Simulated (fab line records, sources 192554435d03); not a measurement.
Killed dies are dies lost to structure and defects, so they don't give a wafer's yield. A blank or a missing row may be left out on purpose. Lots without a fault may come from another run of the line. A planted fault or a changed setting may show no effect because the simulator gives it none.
Chamber matching | flow n5_finfet | N5_BEOL_M2_ILD_DEP_00 on pecvd-03: 3 sister chambers
The step deposits SiOC from DEMS/O2, target thk 79 nm, time 15.3 s. 5 wafers are shown with their chamber, then 8 later ones without.

WAFERS WITH THEIR CHAMBER
wafer  | chamber | susceptor_temp_C (C) | showerhead_plenum_p_Torr (Torr)
L082.4 | 0       | 350.33               | 5.696
L090.1 | 2       | 350.21               | 5.669
L090.4 | 2       | 350.26               | 5.689
L090.5 | 1       | 350.07               | 5.679
L091.1 | 1       | 349.95               | 5.681

WAFERS WITHOUT THEIR CHAMBER
wafer  | susceptor_temp_C (C) | showerhead_plenum_p_Torr (Torr)
L091.4 | 349.99               | 5.701
L091.6 | 349.95               | 5.676
L096.1 | 350.65               | 5.677
L096.2 | 349.75               | 5.684
L096.3 | 349.98               | 5.684
L094.1 | 350.18               | 5.697
L094.4 | 349.89               | 5.673
L094.5 | 349.71               | 5.669

WHICH CHAMBER EACH WENT THROUGH
wafer  | from the rows above          | in truth
L091.4 | 1                            | 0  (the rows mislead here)
L091.6 | 1                            | 1
L096.1 | can't be placed: 0 or 2      | 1
L096.2 | 1                            | 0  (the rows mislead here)
L096.3 | 1                            | 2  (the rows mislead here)
L094.1 | can't be placed: 2 or 0 or 1 | 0
L094.4 | 1                            | 1
L094.5 | 1                            | 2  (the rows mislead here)
Placed correctly: 2 of 8. Can't be placed from these rows: 2 (the true chamber is among the candidates in 1). Placed wrongly: 4.
How it was worked out, from the rows above alone: a wafer's distance from a chamber is the root of the sum, over the readings, of the square of ((its reading less the chamber's mean) divided by the reading's scatter). The wafer belongs to the nearest chamber; if the next one is less than 2 further off, it can't be placed. A chamber's mean is the mean of its shown wafers. The scatter: the root of (the sum of the squares of (reading less its chamber's mean) over the shown wafers, divided by (wafers less chambers)).
